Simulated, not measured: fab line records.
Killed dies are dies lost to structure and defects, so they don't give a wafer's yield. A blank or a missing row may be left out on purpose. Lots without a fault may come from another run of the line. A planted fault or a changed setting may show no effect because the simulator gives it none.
Matching of chambers || flow nand-harc || rie-diel-09 running NHARC_A_BONDPAD_ETCH_12: 4 sister chambers
The step etches the open film in CHF3/O2, target depth 220 nm, time 110 s. 14 wafers are shown with their chamber, then 7 later ones without.

== WAFERS WITH THEIR CHAMBER ==
{"wafer": "L885.1", "chamber": 0, "showerhead-plenum-p-Torr (Torr)": 2.45, "drypump-motor-current-A (A)": 5.8, "run-length-s (s)": 131.5}
{"wafer": "L885.2", "chamber": 3, "showerhead-plenum-p-Torr (Torr)": 2.37, "drypump-motor-current-A (A)": 6.0, "run-length-s (s)": 131.4}
{"wafer": "L885.4", "chamber": 1, "showerhead-plenum-p-Torr (Torr)": 2.38, "drypump-motor-current-A (A)": 5.9, "run-length-s (s)": 130.3}
{"wafer": "L883.1", "chamber": 0, "showerhead-plenum-p-Torr (Torr)": 2.45, "drypump-motor-current-A (A)": 5.9, "run-length-s (s)": 131.5}
{"wafer": "L883.5", "chamber": 2, "showerhead-plenum-p-Torr (Torr)": 2.35, "drypump-motor-current-A (A)": 6.6, "run-length-s (s)": 130.9}
{"wafer": "L883.6", "chamber": 1, "showerhead-plenum-p-Torr (Torr)": 2.38, "drypump-motor-current-A (A)": 5.9, "run-length-s (s)": 130.6}
{"wafer": "L884.2", "chamber": 3, "showerhead-plenum-p-Torr (Torr)": 2.37, "drypump-motor-current-A (A)": 6.1, "run-length-s (s)": 131.4}
{"wafer": "L884.4", "chamber": 0, "showerhead-plenum-p-Torr (Torr)": 2.45, "drypump-motor-current-A (A)": 5.9, "run-length-s (s)": 131.9}
{"wafer": "L884.5", "chamber": 1, "showerhead-plenum-p-Torr (Torr)": 2.39, "drypump-motor-current-A (A)": 6.0, "run-length-s (s)": 130.6}
{"wafer": "L886.3", "chamber": 0, "showerhead-plenum-p-Torr (Torr)": 2.45, "drypump-motor-current-A (A)": 5.9, "run-length-s (s)": 131.7}
{"wafer": "L886.4", "chamber": 3, "showerhead-plenum-p-Torr (Torr)": 2.37, "drypump-motor-current-A (A)": 6.0, "run-length-s (s)": 131.4}
{"wafer": "L886.5", "chamber": 1, "showerhead-plenum-p-Torr (Torr)": 2.38, "drypump-motor-current-A (A)": 5.9, "run-length-s (s)": 130.3}
{"wafer": "L905.2", "chamber": 3, "showerhead-plenum-p-Torr (Torr)": 2.37, "drypump-motor-current-A (A)": 6.0, "run-length-s (s)": 131.4}
{"wafer": "L905.3", "chamber": 2, "showerhead-plenum-p-Torr (Torr)": 2.35, "drypump-motor-current-A (A)": 6.6, "run-length-s (s)": 131.2}

SIGNATURES (averages over the wafers above)
{"reading": "showerhead-plenum-p-Torr", "chamber 0": 2.4500, "chamber 1": 2.3825, "chamber 2": 2.3500, "chamber 3": 2.3700, "scatter within a chamber": 0.00274}
{"reading": "drypump-motor-current-A", "chamber 0": 5.875, "chamber 1": 5.925, "chamber 2": 6.600, "chamber 3": 6.025, "scatter within a chamber": 0.0474}
{"reading": "run-length-s", "chamber 0": 131.650, "chamber 1": 130.450, "chamber 2": 131.050, "chamber 3": 131.400, "scatter within a chamber": 0.157}
Rule: for each reading, subtract the chamber's mean from the wafer's reading, divide by that reading's scatter and square the result; add these up over the readings and take the root, which gives the wafer's distance from the chamber. If the next closest chamber is less than 2 further off than the closest, the wafer can't be placed; otherwise it belongs to the closest. How the scatter is found: for the shown wafers, subtract from each reading the mean of its chamber, square and add these, divide the total by (wafers less chambers), then take the root.

== WAFERS WITH NO CHAMBER GIVEN ==
{"wafer": "L905.4", "showerhead-plenum-p-Torr (Torr)": 2.38, "drypump-motor-current-A (A)": 6.0, "run-length-s (s)": 130.1}
{"wafer": "L904.2", "showerhead-plenum-p-Torr (Torr)": 2.37, "drypump-motor-current-A (A)": 6.0, "run-length-s (s)": 131.6}
{"wafer": "L904.4", "showerhead-plenum-p-Torr (Torr)": 2.35, "drypump-motor-current-A (A)": 6.6, "run-length-s (s)": 131.0}
{"wafer": "L904.5", "showerhead-plenum-p-Torr (Torr)": 2.38, "drypump-motor-current-A (A)": 5.9, "run-length-s (s)": 130.3}
{"wafer": "L906.2", "showerhead-plenum-p-Torr (Torr)": 2.35, "drypump-motor-current-A (A)": 6.6, "run-length-s (s)": 130.8}
{"wafer": "L906.3", "showerhead-plenum-p-Torr (Torr)": 2.44, "drypump-motor-current-A (A)": 5.9, "run-length-s (s)": 131.9}
{"wafer": "L906.6", "showerhead-plenum-p-Torr (Torr)": 2.36, "drypump-motor-current-A (A)": 6.1, "run-length-s (s)": 132.1}

== THE CHAMBER EACH PASSED THROUGH ==
{"wafer": "L905.4", "from the rows above": 1, "in truth": 1}
{"wafer": "L904.2", "from the rows above": 3, "in truth": 3}
{"wafer": "L904.4", "from the rows above": 2, "in truth": 2}
{"wafer": "L904.5", "from the rows above": 1, "in truth": 1}
{"wafer": "L906.2", "from the rows above": 2, "in truth": 2}
{"wafer": "L906.3", "from the rows above": 0, "in truth": 0}
{"wafer": "L906.6", "from the rows above": 3, "in truth": 3}
Correctly placed: 7 of 7. From these rows, 0 cannot be placed. Placed wrongly: 0.
